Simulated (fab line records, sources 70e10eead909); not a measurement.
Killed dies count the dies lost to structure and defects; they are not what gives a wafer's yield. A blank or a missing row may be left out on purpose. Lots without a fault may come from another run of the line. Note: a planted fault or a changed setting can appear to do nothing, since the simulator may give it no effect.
Matching of chambers / flow nandHarc / NHARC_A_CONTACT_DEP_58 on pecvd-03: 3 sister chambers
The step deposits SiON, target thk 90 nm. 3 wafers are shown with their chamber, then 7 later ones without.

EACH WAFER AND ITS CHAMBER
wafer=L089.4; chamber=1; heaterPowerW (W)=710
wafer=L091.3; chamber=2; heaterPowerW (W)=892
wafer=L091.4; chamber=0; heaterPowerW (W)=790

WAFERS MISSING THEIR CHAMBER
wafer=L091.6; heaterPowerW (W)=747
wafer=L092.2; heaterPowerW (W)=833
wafer=L092.4; heaterPowerW (W)=756
wafer=L092.6; heaterPowerW (W)=837
wafer=L094.2; heaterPowerW (W)=762
wafer=L094.4; heaterPowerW (W)=840
wafer=L094.6; heaterPowerW (W)=895

EACH ONE'S CHAMBER
wafer=L091.6; from the rows above=can't be placed: 1 or 0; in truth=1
wafer=L092.2; from the rows above=can't be placed: 0 or 2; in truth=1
wafer=L092.4; from the rows above=can't be placed: 0 or 1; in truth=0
wafer=L092.6; from the rows above=can't be placed: 0 or 2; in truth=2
wafer=L094.2; from the rows above=can't be placed: 0 or 1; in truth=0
wafer=L094.4; from the rows above=can't be placed: 0 or 2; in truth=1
wafer=L094.6; from the rows above=2; in truth=2
1 of 7 placed correctly. Not placeable from these rows: 6 (in 4, the candidates include the true chamber). Number placed wrongly: 0.
How it was worked out, from the rows above alone: a wafer's distance from a chamber is the root of the sum, over the readings, of the square of ((its reading less the chamber's mean) divided by the reading's scatter). If the next closest chamber is less than 2 further off than the closest, the wafer can't be placed; otherwise it belongs to the closest. For every chamber, the mean is computed from those of its wafers that are shown. The scatter: with one shown wafer a chamber, the root of the mean of the squares of how far each hidden wafer lies from its nearest shown one.
